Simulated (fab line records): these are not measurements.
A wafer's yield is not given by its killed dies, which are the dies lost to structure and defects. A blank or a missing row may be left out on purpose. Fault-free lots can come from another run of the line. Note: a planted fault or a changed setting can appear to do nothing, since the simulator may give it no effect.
Which tool is to blame? || flow n5 finfet || 11 lots with 33 wafers sampled at 2 steps, on a route of 1938 steps

## WHAT EACH GAUGE READ, for each wafer
N5_BEOL_M13_RS_MEAS_54: measures by four-point-probe.
{"lot": "L443", "measured": "day 11 00:43", "on": "film metro-02", "M13_RS (ohm/sq)": "0.0456 0.0444 0.0451"}
{"lot": "L446", "measured": "day 11 10:01", "on": "film metro-02", "M13_RS (ohm/sq)": "0.0452 0.0451 0.0461"}
{"lot": "L444", "measured": "day 11 10:13", "on": "film metro-01", "M13_RS (ohm/sq)": "0.0446 0.0458 0.0447"}
{"lot": "L447", "measured": "day 11 14:22", "on": "film metro-01", "M13_RS (ohm/sq)": "0.0450 0.0453 0.0451"}
{"lot": "L451", "measured": "day 12 23:02", "on": "film metro-02", "M13_RS (ohm/sq)": "0.0442 0.0435 0.0441"}
{"lot": "L459", "measured": "day 15 15:05", "on": "film metro-02", "M13_RS (ohm/sq)": "0.0450 0.0442 0.0448"}
{"lot": "L461", "measured": "day 15 19:01", "on": "film metro-01", "M13_RS (ohm/sq)": "0.0455 0.0450 0.0459"}
{"lot": "L462", "measured": "day 16 07:22", "on": "film metro-01", "M13_RS (ohm/sq)": "0.0443 0.0456 0.0442"}
{"lot": "L465", "measured": "day 16 13:26", "on": "film metro-01", "M13_RS (ohm/sq)": "0.0447 0.0445 0.0457"}
{"lot": "L464", "measured": "day 16 20:32", "on": "film metro-02", "M13_RS (ohm/sq)": "0.0444 0.0454 0.0454"}
{"lot": "L466", "measured": "day 17 11:14", "on": "film metro-02", "M13_RS (ohm/sq)": "0.0447 0.0456 0.0444"}

## WHICH TOOL RAN EACH LOT (tool, then ch and the chambers of the sampled wafers, then the start)
{"lot": "L443", "N5_BEOL_M13_SPUTTER_44": "pvd sputter-01, day 10 23:37"}
{"lot": "L446", "N5_BEOL_M13_SPUTTER_44": "pvd sputter-01, day 11 08:49"}
{"lot": "L444", "N5_BEOL_M13_SPUTTER_44": "pvd sputter-01, day 11 09:08"}
{"lot": "L447", "N5_BEOL_M13_SPUTTER_44": "pvd sputter-01, day 11 13:17"}
{"lot": "L451", "N5_BEOL_M13_SPUTTER_44": "pvd sputter-02, day 12 21:57"}
{"lot": "L459", "N5_BEOL_M13_SPUTTER_44": "pvd sputter-02, day 15 13:21"}
{"lot": "L461", "N5_BEOL_M13_SPUTTER_44": "pvd sputter-03, day 15 17:56"}
{"lot": "L462", "N5_BEOL_M13_SPUTTER_44": "pvd sputter-03, day 16 06:07"}
{"lot": "L465", "N5_BEOL_M13_SPUTTER_44": "pvd sputter-01, day 16 12:10"}
{"lot": "L464", "N5_BEOL_M13_SPUTTER_44": "pvd sputter-02, day 16 19:27"}
{"lot": "L466", "N5_BEOL_M13_SPUTTER_44": "pvd sputter-01, day 17 09:54"}
- N5_BEOL_M13_SPUTTER_44: material Ta, target thk 10 nm, time 16.13 s.

## THE ANSWER, worked out from the rows above alone
Rule: what is usual is taken from the lots themselves. Put in order of their means at a reading, lots are off if they are a third of the lots or fewer, leave a main group of 4 or more, and stand apart from it by a gap of 3 or more times the standard deviation of the main group's means; of several such gaps the widest counts. Not used: any main group whose means are identical at the precision the tables above print for the reading. Also off: a lot with no number at a reading for which 4 or more lots have one. The other lots that the step has rows for count as sound.
Nothing can be told from this: no lot is off at any reading shown.

## WHAT WAS PUT IN BY THE SIMULATOR
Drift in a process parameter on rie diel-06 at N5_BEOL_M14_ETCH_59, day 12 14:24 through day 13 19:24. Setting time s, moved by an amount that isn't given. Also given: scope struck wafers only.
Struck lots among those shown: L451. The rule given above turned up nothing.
